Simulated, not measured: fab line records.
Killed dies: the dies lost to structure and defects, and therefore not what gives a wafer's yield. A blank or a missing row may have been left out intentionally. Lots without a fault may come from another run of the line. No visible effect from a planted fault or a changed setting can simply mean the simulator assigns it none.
fab line records	flow n5-finfet
[record] lots = 24	wafers = 72	last-day = 20
route steps=1938 shown BEOL_M3@1003 BEOL_M4@1034
lots untouched by any fault: they come from a run of this same line in which no faults occurred
start-h: start of the lot's first displayed wafer, in hours after the record's first day	wait-h: how many hours have passed since the lot's step before this one	" repeats the value in the row above	L1.1+2: a single row standing in for several wafers	- either no value or no given start	* or withheld: withheld	< > ~ a bound
route shown NAME@n: names a module that has steps shown in the file, with the first one's number in the route	usual: the fault-free wafers' mean and standard deviation	same: alike in all rows	chamber/n: place in a boat	sites: per-site readings	_std_site: the values' standard deviation	_edge_site: mean of outer sites minus mean of inner sites	radius-mm: how far each site lies from the wafer's centre	mask NAME#n: copy n	behind: tool/chamber where the wafer was last shaped	hold: cause of the lot's hold/its duration in hours/its outcome	device: the transistor (n, p or np) that didn't switch	end of line: at the end of the route, the tests of the same wafers	a step with no rows: only its recipe	killed: dies that structure and defects cost at the first sort, which is not the same as the wafer's yield	map: a wafer's dies, marking killed ones x, the rest . and places with no die _
set.NAME: setting as actually run; set.NAME@STEP: the setting as run at that earlier step	model.NAME: the simulator's own value behind a step, which no gauge read
steps of the route over a sample of lots; a table a step, a row a wafer
services: when a tool's chamber went out of use (start-h, in hours from the record's first day, below 0 if earlier), for how many hours, and the reason
[[steps]]
[step N5_BEOL_M3_ANNEAL_89]
[recipe] temp-c = 400	time-s = 240	ambient = vacuum
[usual] heater-power-w = 864/89
lot.wafer	tool	chamber	start-h	wait-h	heater-power-w
L074.2	pvd-sputter-01	-	154.19	0.0	860
L074.5	"	-	"	"	893
L074.6	"	-	"	"	1031
L075.2	pvd-sputter-01	-	184.45	0.0	1008
L075.3	"	-	"	"	868
L075.4	"	-	"	"	885
L077.1	pvd-sputter-03	-	223.78	0.0	758
L077.2	"	-	"	"	687
L077.5	"	-	"	"	730
L078.1	pvd-sputter-02	-	226.95	0.0	964
L078.3	"	-	"	"	797
L078.5	"	-	"	"	897
L076.1	pvd-sputter-01	-	227.01	0.0	877
L076.2	"	-	"	"	1022
L076.4	"	-	"	"	858
L079.3	pvd-sputter-03	-	231.40	0.0	733
L079.5	"	-	"	"	836
L079.6	"	-	"	"	762
L080.3	pvd-sputter-01	-	234.27	0.0	871
L080.5	"	-	"	"	894
L080.6	"	-	"	"	876
L082.1	pvd-sputter-02	-	237.08	0.0	869
L082.3	"	-	"	"	936
L082.4	"	-	"	"	933
L081.1	pvd-sputter-01	-	237.91	0.0	868
L081.3	"	-	"	"	1049
L081.6	"	-	"	"	858
L083.1	pvd-sputter-01	-	251.08	0.0	857
L083.4	"	-	"	"	1035
L083.6	"	-	"	"	1020
L084.1	pvd-sputter-02	-	254.58	0.0	806
L084.2	"	-	"	"	932
L084.4	"	-	"	"	891
L085.2	pvd-sputter-03	-	275.87	0.0	753
L085.3	"	-	"	"	823
L085.6	"	-	"	"	722
L086.1	pvd-sputter-02	-	278.13	0.0	887
L086.4	"	-	"	"	803
L086.6	"	-	"	"	934
L087.2	pvd-sputter-01	-	278.76	0.0	882
L087.3	"	-	"	"	1015
L087.5	"	-	"	"	857
L088.2	pvd-sputter-02	-	280.09	0.0	937
L088.4	"	-	"	"	963
L088.5	"	-	"	"	887
L089.2	pvd-sputter-03	-	295.51	0.0	743
L089.4	"	-	"	"	733
L089.5	"	-	"	"	712
L090.1	pvd-sputter-01	-	306.32	0.0	895
L090.4	"	-	"	"	878
L090.5	"	-	"	"	854
L092.1	pvd-sputter-03	-	307.03	0.0	752
L092.2	"	-	"	"	831
L092.5	"	-	"	"	737
L091.1	pvd-sputter-02	-	307.27	0.0	789
L091.4	"	-	"	"	948
L091.6	"	-	"	"	943
L093.1	pvd-sputter-01	-	308.20	0.0	1024
L093.3	"	-	"	"	879
L093.5	"	-	"	"	885
L096.1	pvd-sputter-01	-	346.15	0.0	868
L096.2	"	-	"	"	1026
L096.3	"	-	"	"	871
L095.1	pvd-sputter-02	-	347.75	0.0	889
L095.2	"	-	"	"	946
L095.4	"	-	"	"	796
L094.1	pvd-sputter-02	-	349.59	0.0	935
L094.4	"	-	"	"	800
L094.5	"	-	"	"	929
L097.4	pvd-sputter-03	-	352.29	0.0	829
L097.5	"	-	"	"	728
L097.6	"	-	"	"	776
[step N5_BEOL_M3_ANNEAL_91]
[recipe] temp-c = 400	time-s = 240	ambient = vacuum
[usual] heater-power-w = 865/89
lot.wafer	tool	chamber	start-h	wait-h	heater-power-w
L074.2	pvd-sputter-01	-	154.41	0.0	874
L074.5	"	-	"	"	888
L074.6	"	-	"	"	1094
L075.2	pvd-sputter-01	-	184.67	0.0	1045
L075.3	"	-	"	"	878
L075.4	"	-	"	"	888
L077.1	pvd-sputter-03	-	224.00	0.0	767
L077.2	"	-	"	"	731
L077.5	"	-	"	"	694
L078.1	pvd-sputter-02	-	227.17	0.0	951
L078.3	"	-	"	"	806
L078.5	"	-	"	"	900
L076.1	pvd-sputter-01	-	227.23	0.0	847
L076.2	"	-	"	"	1034
L076.4	"	-	"	"	863
L079.3	pvd-sputter-03	-	231.62	0.0	720
L079.5	"	-	"	"	833
L079.6	"	-	"	"	757
L080.3	pvd-sputter-01	-	234.49	0.0	894
L080.5	"	-	"	"	872
L080.6	"	-	"	"	852
L082.1	pvd-sputter-02	-	237.30	0.0	905
L082.3	"	-	"	"	931
L082.4	"	-	"	"	942
L081.1	pvd-sputter-01	-	238.13	0.0	896
L081.3	"	-	"	"	1057
L081.6	"	-	"	"	826
L083.1	pvd-sputter-01	-	251.30	0.0	849
L083.4	"	-	"	"	1024
L083.6	"	-	"	"	1035
L084.1	pvd-sputter-02	-	254.80	0.0	809
L084.2	"	-	"	"	948
L084.4	"	-	"	"	898
L085.2	pvd-sputter-03	-	276.09	0.0	726
L085.3	"	-	"	"	843
L085.6	"	-	"	"	743
L086.1	pvd-sputter-02	-	278.35	0.0	865
L086.4	"	-	"	"	820
L086.6	"	-	"	"	940
L087.2	pvd-sputter-01	-	278.98	0.0	859
L087.3	"	-	"	"	1027
L087.5	"	-	"	"	830
L088.2	pvd-sputter-02	-	280.31	0.0	944
L088.4	"	-	"	"	955
L088.5	"	-	"	"	884
L089.2	pvd-sputter-03	-	295.73	0.0	728
L089.4	"	-	"	"	700
L089.5	"	-	"	"	705
L090.1	pvd-sputter-01	-	306.54	0.0	899
L090.4	"	-	"	"	861
L090.5	"	-	"	"	868
L092.1	pvd-sputter-03	-	307.25	0.0	781
L092.2	"	-	"	"	845
L092.5	"	-	"	"	754
L091.1	pvd-sputter-02	-	307.49	0.0	784
L091.4	"	-	"	"	940
L091.6	"	-	"	"	941
L093.1	pvd-sputter-01	-	308.42	0.0	991
L093.3	"	-	"	"	875
L093.5	"	-	"	"	890
L096.1	pvd-sputter-01	-	346.37	0.0	869
L096.2	"	-	"	"	1023
L096.3	"	-	"	"	855
L095.1	pvd-sputter-02	-	347.97	0.0	867
L095.2	"	-	"	"	939
L095.4	"	-	"	"	800
L094.1	pvd-sputter-02	-	349.81	0.0	940
L094.4	"	-	"	"	804
L094.5	"	-	"	"	933
L097.4	pvd-sputter-03	-	352.51	0.0	808
L097.5	"	-	"	"	731
L097.6	"	-	"	"	774
[step N5_BEOL_M3_SPUTTER_92]
[recipe] material = Cu	target-thk-a = 45	temp-c = -20	chamber-pressure-pa = 0.07	power-w = withheld	time-s = 8.29
[usual] chuck-sensor-temp-C = -15.9/0.5	substrate-temp-c = -19.98/0.11	throttle-valve-pct = 29.7/1.1
lot.wafer	tool	chamber	start-h	wait-h	chuck-sensor-temp-C	substrate-temp-c	throttle-valve-pct
L074.2	pvd-sputter-01	-	154.55	0.1	-14.8	-20.03	29.0
L074.5	"	-	"	"	-15.7	-19.87	30.2
L074.6	"	-	"	"	-15.8	-20.08	31.2
L075.2	pvd-sputter-01	-	184.81	0.1	-15.7	-20.02	31.4
L075.3	"	-	"	"	-16.1	-20.00	28.4
L075.4	"	-	"	"	-14.8	-20.12	29.0
L077.1	pvd-sputter-03	-	224.14	0.1	-16.4	-19.66	27.7
L077.2	"	-	"	"	-16.4	-20.17	29.2
L077.5	"	-	"	"	-16.3	-19.97	29.3
L078.1	pvd-sputter-02	-	227.31	0.1	-15.4	-19.89	30.5
L078.3	"	-	"	"	-15.9	-20.02	31.2
L078.5	"	-	"	"	-16.9	-20.08	28.9
L076.1	pvd-sputter-01	-	227.37	0.1	-14.9	-20.06	28.9
L076.2	"	-	"	"	-15.7	-19.92	31.1
L076.4	"	-	"	"	-16.0	-20.07	28.6
L079.3	pvd-sputter-03	-	231.76	0.1	-16.4	-20.10	29.3
L079.5	"	-	"	"	-16.1	-19.94	29.2
L079.6	"	-	"	"	-16.3	-20.05	28.1
L080.3	pvd-sputter-01	-	234.63	0.1	-14.7	-20.21	29.1
L080.5	"	-	"	"	-15.7	-19.81	30.0
L080.6	"	-	"	"	-16.0	-19.94	28.5
L082.1	pvd-sputter-02	-	237.44	0.1	-17.0	-19.95	28.6
L082.3	"	-	"	"	-15.7	-19.88	30.1
L082.4	"	-	"	"	-15.3	-20.04	30.2
L081.1	pvd-sputter-01	-	238.27	0.1	-15.7	-19.96	29.8
L081.3	"	-	"	"	-15.8	-20.02	31.0
L081.6	"	-	"	"	-16.0	-20.00	28.1
L083.1	pvd-sputter-01	-	251.44	0.1	-16.0	-19.88	28.3
L083.4	"	-	"	"	-15.8	-20.02	31.1
L083.6	"	-	"	"	-15.9	-20.10	31.1
L084.1	pvd-sputter-02	-	254.94	0.1	-15.8	-20.03	31.2
L084.2	"	-	"	"	-15.4	-19.85	30.3
L084.4	"	-	"	"	-17.0	-19.86	28.8
L085.2	pvd-sputter-03	-	276.23	0.1	-16.4	-19.94	28.0
L085.3	"	-	"	"	-15.7	-20.04	29.0
L085.6	"	-	"	"	-16.4	-19.88	29.3
L086.1	pvd-sputter-02	-	278.49	0.1	-17.0	-19.93	28.8
L086.4	"	-	"	"	-15.9	-20.02	31.3
L086.6	"	-	"	"	-15.4	-19.84	30.5
L087.2	pvd-sputter-01	-	279.12	0.1	-16.0	-19.89	28.3
L087.3	"	-	"	"	-15.9	-19.95	31.0
L087.5	"	-	"	"	-15.9	-20.02	28.3
L088.2	pvd-sputter-02	-	280.45	0.1	-15.6	-20.10	30.3
L088.4	"	-	"	"	-15.8	-20.11	29.7
L088.5	"	-	"	"	-17.1	-19.82	28.6
L089.2	pvd-sputter-03	-	295.87	0.1	-16.0	-19.99	30.9
L089.4	"	-	"	"	-16.3	-20.04	29.4
L089.5	"	-	"	"	-16.4	-19.96	29.3
L090.1	pvd-sputter-01	-	306.68	0.1	-15.8	-20.07	29.9
L090.4	"	-	"	"	-14.9	-19.87	29.0
L090.5	"	-	"	"	-15.9	-20.13	28.1
L092.1	pvd-sputter-03	-	307.39	0.1	-16.5	-20.09	27.8
L092.2	"	-	"	"	-15.8	-19.80	29.2
L092.5	"	-	"	"	-16.4	-20.21	28.1
L091.1	pvd-sputter-02	-	307.63	0.1	-15.8	-20.03	31.0
L091.4	"	-	"	"	-15.7	-19.94	30.1
L091.6	"	-	"	"	-16.0	-19.88	30.0
L093.1	pvd-sputter-01	-	308.56	0.1	-15.7	-19.98	31.1
L093.3	"	-	"	"	-14.9	-20.03	29.0
L093.5	"	-	"	"	-15.7	-20.13	30.0
L096.1	pvd-sputter-01	-	346.51	0.1	-14.8	-20.19	28.9
L096.2	"	-	"	"	-15.7	-19.86	31.1
L096.3	"	-	"	"	-16.1	-20.03	28.4
L095.1	pvd-sputter-02	-	348.11	0.1	-17.0	-19.91	28.5
L095.2	"	-	"	"	-15.4	-20.00	30.2
L095.4	"	-	"	"	-15.8	-19.83	31.3
L094.1	pvd-sputter-02	-	349.95	0.1	-15.8	-19.80	29.9
L094.4	"	-	"	"	-15.9	-19.89	31.1
L094.5	"	-	"	"	-15.4	-20.07	30.5
L097.4	pvd-sputter-03	-	352.65	0.1	-15.9	-20.07	29.0
L097.5	"	-	"	"	-16.0	-19.82	30.6
L097.6	"	-	"	"	-16.4	-20.03	28.0
[step N5_BEOL_M4_CD_MEAS_11]
[recipe] target-cd-nm = 16.79	landing-energy-ev = 500	detector = se-inlens	polarity = opening
[usual] cd-nm = 16.75/0.26
lot.wafer	tool	chamber	start-h	wait-h	cd-nm
L074.2	cd-sem-03	0	167.13	-	17.18
L074.5	"	0	"	"	16.99
L074.6	"	0	"	"	16.96
L075.2	cd-sem-01	0	211.98	-	16.96
L075.3	"	0	"	"	16.80
L075.4	"	0	"	"	16.82
L077.1	cd-sem-02	0	228.77	-	16.80
L077.2	"	0	"	"	17.30
L077.5	"	0	"	"	16.54
L078.1	cd-sem-02	0	230.14	-	16.40
L078.3	"	0	"	"	16.80
L078.5	"	0	"	"	16.64
L076.1	cd-sem-03	0	230.31	-	16.59
L076.2	"	0	"	"	16.85
L076.4	"	0	"	"	16.81
L079.3	cd-sem-01	0	235.58	-	16.22
L079.5	"	0	"	"	16.37
L079.6	"	0	"	"	16.35
L080.3	cd-sem-03	0	238.36	-	16.89
L080.5	"	0	"	"	16.63
L080.6	"	0	"	"	17.26
L082.1	cd-sem-03	0	239.85	-	16.51
L082.3	"	0	"	"	16.72
L082.4	"	0	"	"	16.71
L081.1	cd-sem-03	0	241.70	-	16.90
L081.3	"	0	"	"	16.93
L081.6	"	0	"	"	17.02
L083.1	cd-sem-02	0	254.31	-	16.78
L083.4	"	0	"	"	17.15
L083.6	"	0	"	"	16.84
L084.1	cd-sem-01	0	257.41	-	16.82
L084.2	"	0	"	"	16.72
L084.4	"	0	"	"	16.66
L085.2	cd-sem-01	0	279.89	-	16.51
L085.3	"	0	"	"	17.07
L085.6	"	0	"	"	16.89
L086.1	cd-sem-01	0	282.87	-	16.78
L086.4	"	0	"	"	16.34
L086.6	"	0	"	"	16.42
L087.2	cd-sem-02	0	283.04	-	16.56
L087.3	"	0	"	"	16.92
L087.5	"	0	"	"	17.09
L088.2	cd-sem-01	0	283.22	-	16.57
L088.4	"	0	"	"	16.82
L088.5	"	0	"	"	16.84
L089.2	cd-sem-02	0	303.08	-	17.06
L089.4	"	0	"	"	16.78
L089.5	"	0	"	"	16.80
L090.1	cd-sem-02	0	309.52	-	16.79
L090.4	"	0	"	"	16.41
L090.5	"	0	"	"	16.41
L092.1	cd-sem-03	0	310.04	-	16.45
L092.2	"	0	"	"	16.77
L092.5	"	0	"	"	16.24
L091.1	cd-sem-02	0	310.22	-	16.86
L091.4	"	0	"	"	17.23
L091.6	"	0	"	"	17.05
L093.1	cd-sem-01	0	310.80	-	16.74
L093.3	"	0	"	"	17.00
L093.5	"	0	"	"	16.35
L096.1	cd-sem-02	0	350.54	-	16.50
L096.2	"	0	"	"	16.45
L096.3	"	0	"	"	16.59
L095.1	cd-sem-01	0	350.97	-	16.51
L095.2	"	0	"	"	16.48
L095.4	"	0	"	"	16.09
L094.1	cd-sem-03	0	353.89	-	16.79
L094.4	"	0	"	"	16.70
L094.5	"	0	"	"	17.09
L097.4	cd-sem-01	0	355.26	-	17.33
L097.5	"	0	"	"	16.34
L097.6	"	0	"	"	16.68
[step N5_BEOL_M4_OVL_MEAS_12]
[recipe] points-per-wafer = 522
[usual] M4_OVL = -0.1/0.7
lot.wafer	tool	chamber	start-h	wait-h	M4_OVL[nm]
L074.2	overlay-02	0	167.16	0.0	-1.0
L074.5	"	0	"	"	-0.3
L074.6	"	0	"	"	-1.5
L075.2	overlay-01	0	212.01	0.0	0.2
L075.3	"	0	"	"	0.8
L075.4	"	0	"	"	0.7
L077.1	overlay-02	0	228.80	0.0	0.5
L077.2	"	0	"	"	0.2
L077.5	"	0	"	"	-0.7
L078.1	overlay-02	0	230.17	0.0	1.3
L078.3	"	0	"	"	1.0
L078.5	"	0	"	"	0.7
L076.1	overlay-01	0	230.34	0.0	-0.2
L076.2	"	0	"	"	-0.5
L076.4	"	0	"	"	-1.7
L079.3	overlay-01	0	235.62	0.0	0.6
L079.5	"	0	"	"	1.4
L079.6	"	0	"	"	0.0
L080.3	overlay-02	0	238.40	0.0	0.7
L080.5	"	0	"	"	0.0
L080.6	"	0	"	"	0.6
L082.1	overlay-01	0	239.88	0.0	0.4
L082.3	"	0	"	"	0.0
L082.4	"	0	"	"	-0.2
L081.1	overlay-01	0	241.73	0.0	-0.1
L081.3	"	0	"	"	-0.5
L081.6	"	0	"	"	-0.8
L083.1	overlay-02	0	254.34	0.0	-0.7
L083.4	"	0	"	"	-1.2
L083.6	"	0	"	"	-1.2
L084.1	overlay-01	0	257.44	0.0	-0.1
L084.2	"	0	"	"	0.7
L084.4	"	0	"	"	-0.2
L085.2	overlay-01	0	279.93	0.0	0.9
L085.3	"	0	"	"	-0.8
L085.6	"	0	"	"	0.5
L086.1	overlay-02	0	282.90	0.0	-0.2
L086.4	"	0	"	"	-0.5
L086.6	"	0	"	"	-1.5
L087.2	overlay-01	0	283.08	0.0	0.0
L087.3	"	0	"	"	-0.5
L087.5	"	0	"	"	-0.3
L088.2	overlay-01	0	283.26	0.0	-0.1
L088.4	"	0	"	"	0.1
L088.5	"	0	"	"	-0.4
L089.2	overlay-02	0	303.12	0.0	0.4
L089.4	"	0	"	"	-0.1
L089.5	"	0	"	"	0.7
L090.1	overlay-01	0	309.55	0.0	-0.7
L090.4	"	0	"	"	-0.4
L090.5	"	0	"	"	-0.4
L092.1	overlay-01	0	310.07	0.0	-0.3
L092.2	"	0	"	"	-0.7
L092.5	"	0	"	"	-0.3
L091.1	overlay-02	0	310.26	0.0	0.8
L091.4	"	0	"	"	0.3
L091.6	"	0	"	"	0.4
L093.1	overlay-01	0	310.83	0.0	0.4
L093.3	"	0	"	"	0.7
L093.5	"	0	"	"	0.1
L096.1	overlay-01	0	350.57	0.0	1.0
L096.2	"	0	"	"	0.4
L096.3	"	0	"	"	0.5
L095.1	overlay-01	0	351.00	0.0	0.5
L095.2	"	0	"	"	0.5
L095.4	"	0	"	"	0.4
L094.1	overlay-01	0	353.92	0.0	-1.0
L094.4	"	0	"	"	-0.3
L094.5	"	0	"	"	0.3
L097.4	overlay-02	0	355.30	0.0	0.8
L097.5	"	0	"	"	1.0
L097.6	"	0	"	"	1.1
[step N5_BEOL_M4_ETCH_64]
[recipe] chemistry = N2/H2	target = SOC	target-depth-a = 750	overetch-a = 225	mask-material = SiARC	temp-c = 40	time-s = 121.9	ion-energy-ev = 200	pressure-mtorr = 30	source-w = 840	bias-w = 150	n2-flow-sccm = 200	h2-flow-sccm = 200
[usual] bias-w = 150.0/0.44	drypump-motor-current-A = 5.8/0.41	oes-product-au = 0.58/0.042	rf-vpp-V = 524.7/2	showerhead-plenum-p-Torr = 2.58/0.069	throttle-valve-pct = 17.87/0.24
lot.wafer	tool	chamber	start-h	wait-h	bias-w	drypump-motor-current-A	oes-product-au	rf-hours-counter-h	rf-vpp-V	showerhead-plenum-p-Torr	throttle-valve-pct
L074.2	rie-diel-06	0	167.89	0.0	150.2	5.9	0.56	183	522.5	2.52	18.05
L074.5	"	1	"	"	150.5	5.7	0.64	-	525.1	2.57	17.82
L074.6	"	2	"	"	150.3	5.1	0.55	-	527.1	2.65	17.77
L075.2	rie-diel-04	1	212.58	0.0	149.8	5.3	0.61	97	524.2	2.56	17.44
L075.3	"	3	"	"	149.9	6.5	0.57	190	526.4	2.63	17.57
L075.4	"	2	"	"	149.7	5.4	0.53	206	526.2	2.62	18.38
L077.1	rie-diel-06	0	228.97	0.0	150.0	6.0	0.56	193	524.8	2.52	18.09
L077.2	"	3	"	"	150.0	5.9	0.57	151	523.5	2.53	17.78
L077.5	"	1	"	"	149.9	5.7	0.63	-	525.1	2.57	17.84
L078.1	rie-diel-01	3	230.34	0.0	149.7	5.6	0.58	145	522.9	2.54	17.95
L078.3	"	1	"	"	150.2	5.7	0.62	96	523.7	2.57	17.80
L078.5	"	2	"	"	150.3	6.3	0.64	-	521.2	2.47	17.88
L076.1	rie-diel-04	2	230.51	0.0	149.8	5.4	0.53	210	526.0	2.62	18.42
L076.2	"	1	"	"	150.7	5.3	0.60	100	526.1	2.56	17.45
L076.4	"	3	"	"	150.1	6.5	0.56	193	526.4	2.63	17.59
L079.3	rie-diel-04	1	235.86	0.0	149.5	5.3	0.61	102	523.7	2.56	17.44
L079.5	"	3	"	"	150.5	6.5	0.56	-	525.8	2.63	17.60
L079.6	"	0	"	"	150.4	6.4	0.68	-	528.4	2.71	17.68
L080.3	rie-diel-01	0	238.67	0.0	149.8	5.8	0.63	81	527.7	2.68	17.90
L080.5	"	0	"	"	149.0	5.7	0.62	-	526.9	2.68	17.91
L080.6	"	3	"	"	150.2	5.6	0.58	-	524.5	2.54	17.94
L082.1	rie-diel-01	1	240.05	0.0	150.7	5.8	0.61	98	525.0	2.57	17.80
L082.3	"	2	"	"	150.5	6.3	0.63	76	522.7	2.47	17.90
L082.4	"	0	"	"	149.9	5.8	0.63	82	528.5	2.68	17.90
L081.1	rie-diel-06	2	242.73	0.0	149.7	5.1	0.55	187	526.0	2.64	17.79
L081.3	"	3	"	"	149.9	5.9	0.57	156	522.7	2.53	17.77
L081.6	"	0	"	"	149.6	5.9	0.55	-	522.9	2.52	18.09
L083.1	rie-diel-04	0	254.52	0.0	150.2	6.4	0.68	29	526.7	2.71	17.68
L083.4	"	2	"	"	150.3	5.5	0.53	220	527.0	2.62	18.42
L083.6	"	0	"	"	149.6	6.4	0.69	-	527.0	2.71	17.71
L084.1	rie-diel-04	2	257.62	0.0	150.6	5.5	0.53	221	525.2	2.62	18.43
L084.2	"	3	"	"	149.6	6.5	0.56	204	526.3	2.63	17.61
L084.4	"	0	"	"	150.0	6.4	0.67	30	528.5	2.71	17.70
L085.2	rie-diel-01	1	280.21	0.0	149.8	5.7	0.60	112	525.7	2.56	17.82
L085.3	"	3	"	"	150.3	5.5	0.57	164	525.1	2.53	18.00
L085.6	"	1	"	"	149.0	5.8	0.60	-	524.8	2.56	17.82
L086.1	rie-diel-06	2	283.18	0.0	149.9	5.1	0.53	204	526.3	2.63	17.84
L086.4	"	1	"	"	150.0	5.7	0.61	96	525.0	2.56	17.87
L086.6	"	3	"	"	150.4	5.9	0.56	-	523.3	2.53	17.80
L087.2	rie-diel-04	2	283.64	0.0	150.8	5.4	0.51	237	524.8	2.61	18.43
L087.3	"	0	"	"	149.8	6.4	0.65	47	529.4	2.70	17.73
L087.5	"	1	"	"	149.5	5.3	0.58	-	524.7	2.55	17.49
L088.2	rie-diel-06	0	283.78	0.0	150.9	6.0	0.54	215	522.2	2.51	18.12
L088.4	"	2	"	"	150.4	5.1	0.54	205	526.8	2.63	17.84
L088.5	"	3	"	"	150.8	5.9	0.56	-	522.3	2.53	17.81
L089.2	rie-diel-04	1	303.41	0.0	149.8	5.3	0.58	135	524.7	2.54	17.50
L089.4	"	0	"	"	149.9	6.4	0.65	54	526.6	2.70	17.73
L089.5	"	3	"	"	150.2	6.5	0.55	-	526.8	2.62	17.63
L090.1	rie-diel-06	0	310.23	0.0	150.1	6.0	0.54	224	523.3	2.50	18.12
L090.4	"	2	"	"	150.0	5.0	0.54	215	524.9	2.63	17.84
L090.5	"	0	"	"	150.2	6.0	0.54	-	523.6	2.50	18.12
L092.1	rie-diel-01	2	311.11	0.0	149.8	6.3	0.61	104	521.4	2.46	17.93
L092.2	"	0	"	"	150.4	5.8	0.60	107	526.4	2.67	17.95
L092.5	"	0	"	"	150.1	5.8	0.60	-	526.0	2.67	17.94
L091.1	rie-diel-04	0	311.16	0.0	150.1	6.4	0.64	57	527.1	2.70	17.74
L091.4	"	2	"	"	149.4	5.4	0.51	247	525.0	2.61	18.47
L091.6	"	0	"	"	150.5	6.4	0.64	-	529.1	2.70	17.75
L093.1	rie-diel-01	1	311.54	0.0	149.9	5.8	0.59	124	524.5	2.56	17.83
L093.3	"	2	"	"	150.3	6.2	0.60	104	521.6	2.46	17.94
L093.5	"	2	"	"	150.2	6.2	0.60	-	520.3	2.46	17.94
L096.1	rie-diel-06	1	350.74	0.0	150.2	5.8	0.59	117	523.1	2.55	17.91
L096.2	"	3	"	"	149.9	5.9	0.54	198	522.9	2.52	17.85
L096.3	"	0	"	"	149.3	6.0	0.54	240	521.4	2.50	18.16
L095.1	rie-diel-06	1	351.27	0.0	150.3	5.7	0.60	117	523.4	2.55	17.93
L095.2	"	3	"	"	149.7	5.9	0.54	198	522.9	2.51	17.86
L095.4	"	0	"	"	150.1	6.0	0.54	241	523.2	2.50	18.17
L094.1	rie-diel-01	2	354.09	0.0	150.0	6.2	0.59	124	519.9	2.45	17.99
L094.4	"	1	"	"	150.2	5.7	0.59	139	524.1	2.55	17.86
L094.5	"	2	"	"	149.6	6.2	0.59	-	520.7	2.45	17.98
L097.4	rie-diel-01	0	355.45	0.0	149.3	5.7	0.60	119	527.4	2.66	17.98
L097.5	"	1	"	"	150.2	5.8	0.59	-	524.5	2.55	17.85
L097.6	"	0	"	"	150.4	5.7	0.60	-	527.1	2.66	17.98
[[services]]
tool	chamber	start-h	hours	kind
rie-diel-06	-	152.62	0.9	repair
rie-diel-01	0	161.28	4.4	repair
rie-diel-01	1	187.71	6.8	repair
pvd-sputter-03	-	188.94	5.9	repair
pvd-sputter-02	-	202.44	2.8	repair
pvd-sputter-03	-	211.08	3.7	repair
rie-diel-06	1	214.42	9.5	repair
rie-diel-01	-	234.77	2.8	pm
rie-diel-06	3	258.10	3.1	repair
rie-diel-04	3	260.32	20.8	repair
rie-diel-06	1	301.28	8.3	repair
rie-diel-06	-	310.71	2.8	pm
rie-diel-01	0	311.39	14.6	repair
rie-diel-04	2	317.65	-	clean
rie-diel-04	2	317.65	-	consumable-replace:focus-ring
rie-diel-04	2	317.65	19.5	scheduled-down
rie-diel-04	2	317.65	19.5	vent-cycle
rie-diel-01	1	323.83	2.3	repair
rie-diel-04	0	328.48	9.2	repair
rie-diel-01	1	337.50	9.0	repair
[[key]]
fault none
